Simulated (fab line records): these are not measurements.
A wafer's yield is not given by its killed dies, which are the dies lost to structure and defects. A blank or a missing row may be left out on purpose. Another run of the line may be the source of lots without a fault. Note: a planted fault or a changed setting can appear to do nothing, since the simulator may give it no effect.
Lot-split experiment    flow n5 finfet    21 wafers read across 7 lots, on a route 1938 steps long

ABOUT THE SPLIT
At N5_BEOL_M6_TRENCH_ETCH_37 (etches SiCOH lowk in C4F6/O2, target depth 94.435 nm, time 31.5 s), the setting bias w was moved away from the recipe's 185 W on 7 of the 21 wafers read, by -13.3% to +17.0%. The other wafers ran this setting at the recipe's value.

The split's own step is where the reading is taken.

THE READING
rf vpp V, in V, at N5_BEOL_M6_TRENCH_ETCH_37 (etches SiCOH lowk in C4F6/O2, target depth 94.435 nm, time 31.5 s). On this fab line, fault-free wafers typically give 662 V with a standard deviation of 16 V.

wafer   tool, chamber at the split  bias w as run, W  against the recipe  rf vpp V, V  against lot-mates on the recipe
L082.4  rie diel-03, 0              185               recipe              624          -
L082.5  rie diel-03, 1              204.7             +10.6%              714          +90
L082.6  rie diel-03, 2              204.7             +10.6%              731          +107
L088.2  rie diel-06, 3              185               recipe              667          -
L088.3  rie diel-06, 1              185               recipe              678          -
L088.5  rie diel-06, 1              185               recipe              678          -
L092.3  rie diel-01, 0              185               recipe              673          -
L092.4  rie diel-01, 1              185               recipe              669          -
L092.6  rie diel-01, 2              185               recipe              663          -
L090.2  rie diel-01, 0              160.4             -13.3%              600          -63
L090.4  rie diel-01, 2              160.4             -13.3%              591          -72
L090.6  rie diel-01, 2              185               recipe              663          -
L091.1  rie diel-06, 3              185               recipe              669          -
L091.4  rie diel-06, 0              216.5             +17.0%              718          +67
L091.6  rie diel-06, 0              185               recipe              633          -
L095.1  rie diel-01, 2              206.1             +11.4%              723          +54
L095.2  rie diel-01, 1              185               recipe              669          -
L095.5  rie diel-01, 1              206.1             +11.4%              727          +58
L096.1  rie diel-06, 0              185               recipe              633          -
L096.3  rie diel-06, 2              185               recipe              645          -
L096.5  rie diel-06, 0              185               recipe              633          -

FIT RESULTS
A straight line over all 21 wafers: rf vpp V changes by +4.92 V for each +1% of bias w; r = +0.90; the points scatter about the line by 18 V.
The same after taking each lot's own level away (the mean of its wafers on the recipe; 21 wafers): +5.51 V for each +1%; r = +0.93; scatter 16 V.
That fit puts the effect of the largest move of bias w on the reading at 94 V.
The span of the lots' own levels, 624.0 to 674.3 V, comes to 3.1 times the standard deviation stated above.
In other words, the slope is changed by the lot-to-lot level; the two fits disagree.
Check: for one of the wafers moved furthest among these (+17.0%), held out of the fit, the line's prediction against its lot-mates is +107 V. It came out at +67 V against them.
Tool readings at the split's step, against how far the setting was moved: rf vpp V r = +0.90.

OTHER SPLITS APPLIED TO THESE WAFERS
Other splits were also applied to these wafers ahead of the reading. Each is held against what the fit with the lots' levels taken away leaves over:
other split on the same wafers  wafers away from the commonest value  r with rf vpp V (lot level and that fit taken away)
N5_BEOL_M4_PECVD_72 time s      8                                     +0.28
N5_BEOL_M5_ETCH_41 source w     6                                     -0.35

FILE'S OWN FIT
rf vpp V changes by +5.25 V for each +1% of bias w, r = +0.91.
